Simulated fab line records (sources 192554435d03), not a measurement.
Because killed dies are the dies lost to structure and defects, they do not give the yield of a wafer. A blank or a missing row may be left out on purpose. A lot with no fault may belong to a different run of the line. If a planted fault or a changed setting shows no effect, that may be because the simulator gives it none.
Split-lot study + flow n5-finfet + on a route of 1938 steps: 7 lots, 39 wafers read

SPLIT DETAILS
At N5_BEOL_M7_TRENCH_ETCH_37 (etches SiCOH lowk in C4F6/O2, target depth 93.478 nm, time 31.2 s), the setting time-s was moved away from the recipe's 31.2 s on 12 of the 39 wafers read, by -57.6% to +43.7%. All remaining wafers had this setting at the recipe value.

FROM THE SPLIT TO THE READING: what the file shows between them, 8 steps
- N5_BEOL_M7_ETCH_41: etches SiCN in CH3F/O2, target depth 31.9 nm, time 57.8 s
- N5_BEOL_M7_STRIP_80: strips in N2/H2, time 10 s
- N5_BEOL_M7_OCD_MEAS_38
- N5_BEOL_M7_HM_STRIP_39: strips TiN in peroxide tin strip, target depth 25 nm, time 158 s
- N5_BEOL_M7_SRD_40: time 30 s
- N5_BEOL_M7_ECD_50: material Cu, target thk 300 nm
- N5_BEOL_M7_ANNEAL_51: time 90 s
- N5_BEOL_M7_CMP_52: polishes, stops on SiCOH lowk, t overpolish 6.9 s, target thk 80 nm

THE READING
M7_THK, in nm, at N5_BEOL_M7_THK_MEAS_53 (measures by xrf). Typical for fault-free wafers on this fab line: 78.8 nm, with standard deviation 1.5 nm.

| wafer  | tool, chamber at the split | time-s as run, s | against the recipe | M7_THK, nm | against lot-mates on the recipe |
|--------|----------------------------|------------------|--------------------|------------|---------------------------------|
| L075.2 | rie-diel-02, 3             | 31.2             | recipe             | 80.1       | -                               |
| L075.4 | rie-diel-02, 3             | 31.2             | recipe             | 79.3       | -                               |
| L075.6 | rie-diel-02, 0             | 31.2             | recipe             | 80.5       | -                               |
| L078.1 | rie-diel-06, 1             | 31.2             | recipe             | 77.7       | -                               |
| L078.2 | rie-diel-06, 2             | 31.2             | recipe             | 79.3       | -                               |
| L078.3 | rie-diel-06, 0             | 31.2             | recipe             | 78.7       | -                               |
| L078.4 | rie-diel-06, 3             | 31.2             | recipe             | 78.5       | -                               |
| L078.5 | rie-diel-06, 3             | 31.2             | recipe             | 77.3       | -                               |
| L078.6 | rie-diel-06, 0             | 31.2             | recipe             | 78.5       | -                               |
| L080.1 | rie-diel-06, 0             | 31.2             | recipe             | 80.1       | -                               |
| L080.2 | rie-diel-06, 2             | 31.2             | recipe             | 80.4       | -                               |
| L080.3 | rie-diel-06, 1             | 13.23            | -57.6%             | 25.0       | -54.2                           |
| L080.4 | rie-diel-06, 2             | 13.23            | -57.6%             | 26.2       | -53.0                           |
| L080.5 | rie-diel-06, 1             | 31.2             | recipe             | 77.0       | -                               |
| L080.6 | rie-diel-06, 0             | 13.23            | -57.6%             | 25.9       | -53.3                           |
| L089.1 | rie-diel-03, 3             | 19.02            | -39.0%             | 43.4       | -38.2                           |
| L089.2 | rie-diel-03, 0             | 31.2             | recipe             | 79.1       | -                               |
| L089.3 | rie-diel-03, 2             | 19.02            | -39.0%             | 44.3       | -37.3                           |
| L089.4 | rie-diel-03, 1             | 31.2             | recipe             | 82.4       | -                               |
| L089.5 | rie-diel-03, 1             | 31.2             | recipe             | 83.3       | -                               |
| L089.6 | rie-diel-03, 2             | 19.02            | -39.0%             | 43.5       | -38.1                           |
| L083.1 | rie-diel-06, 3             | 31.2             | recipe             | 77.0       | -                               |
| L083.2 | rie-diel-06, 2             | 40.95            | +31.3%             | 108.7      | +30.2                           |
| L083.3 | rie-diel-06, 1             | 40.95            | +31.3%             | 107.1      | +28.6                           |
| L083.4 | rie-diel-06, 0             | 31.2             | recipe             | 79.6       | -                               |
| L083.5 | rie-diel-06, 0             | 31.2             | recipe             | 78.8       | -                               |
| L083.6 | rie-diel-06, 1             | 40.95            | +31.3%             | 106.8      | +28.3                           |
| L088.1 | rie-diel-03, 3             | 31.2             | recipe             | 79.2       | -                               |
| L088.2 | rie-diel-03, 2             | 31.2             | recipe             | 77.1       | -                               |
| L088.3 | rie-diel-03, 0             | 31.2             | recipe             | 74.5       | -                               |
| L088.4 | rie-diel-03, 1             | 31.2             | recipe             | 79.2       | -                               |
| L088.5 | rie-diel-03, 2             | 31.2             | recipe             | 78.2       | -                               |
| L088.6 | rie-diel-03, 1             | 31.2             | recipe             | 80.7       | -                               |
| L090.1 | rie-diel-06, 1             | 31.2             | recipe             | 78.0       | -                               |
| L090.2 | rie-diel-06, 2             | 44.83            | +43.7%             | 120.5      | +41.9                           |
| L090.3 | rie-diel-06, 3             | 31.2             | recipe             | 79.3       | -                               |
| L090.4 | rie-diel-06, 0             | 44.83            | +43.7%             | 121.5      | +42.9                           |
| L090.5 | rie-diel-06, 0             | 44.83            | +43.7%             | 120.9      | +42.3                           |
| L090.6 | rie-diel-06, 1             | 31.2             | recipe             | 78.5       | -                               |

FIT RESULTS
A straight line over all 39 wafers: M7_THK changes by +0.929 nm for each +1% of time-s; r = +1.00; the points scatter about the line by 1.6 nm.
The same after taking each lot's own level away (the mean of its wafers on the recipe; 39 wafers): +0.947 nm for each +1%; r = +1.00; scatter 1.3 nm.
Per that fit: largest time-s move, reading shift of 55 nm.
Across the lots, their own levels run from 78.15 to 81.60 nm, a range of 2.3 times the standard deviation given above.
The two slopes agree, so the slope changes little with the lot-to-lot level.
Check: for one of the wafers moved furthest among these (-57.6%), held out of the fit, the line's prediction against its lot-mates is -54.6 nm. Against them it came out at -54.2 nm.

THE WHOLE CHAIN: every reading that the file lists as answering this split, in the file's order
| step                      | what it does                                                        | reading                                                                          | change (the file's fit)                                                              | r (the file's) |
|---------------------------|---------------------------------------------------------------------|----------------------------------------------------------------------------------|--------------------------------------------------------------------------------------|----------------|
| N5_BEOL_M7_TRENCH_ETCH_37 | etches SiCOH lowk in C4F6/O2, target depth 93.478 nm, time 31.2 s   | BEOL_M7.feature-depth-nm (the simulator's own value, which no gauge read)        | +0.94 nm for each +1% of the setting                                                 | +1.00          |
| N5_BEOL_M7_TRENCH_ETCH_37 | etches SiCOH lowk in C4F6/O2, target depth 93.478 nm, time 31.2 s   | etch.depth-nm (the simulator's own value, which no gauge read)                   | +0.941 nm for each +1% of the setting                                                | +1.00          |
| N5_BEOL_M7_TRENCH_ETCH_37 | etches SiCOH lowk in C4F6/O2, target depth 93.478 nm, time 31.2 s   | TiN_of_BEOL_M7_HM_DEP_02.thk-nm (the simulator's own value, which no gauge read) | -0.0273 nm for each +1% of the setting                                               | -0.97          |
| N5_BEOL_M7_OCD_MEAS_38    |                                                                     | trench-depth-nm                                                                  | +0.942 nm for each +1% of the setting                                                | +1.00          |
| N5_BEOL_M7_CMP_52         | polishes, stops on SiCOH lowk, t overpolish 6.9 s, target thk 80 nm | Cu_of_BEOL_M7_ECD_50.thk-nm (the simulator's own value, which no gauge read)     | +0.952 nm for each +1% of the setting                                                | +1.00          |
| N5_BEOL_M7_THK_MEAS_53    | measures by xrf                                                     | M7_THK                                                                           | +0.947 for each +1% of the setting                                                   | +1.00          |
| N5_BEOL_M7_RS_MEAS_57     | measures by four-point-probe                                        | M7_RS                                                                            | not straight: 1.205 at the lowest setting, 0.287 at the recipe, 0.178 at the highest | not given      |

FILE'S OWN FIT
M7_THK changes by +0.947 nm for each +1% of time-s, r = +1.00.
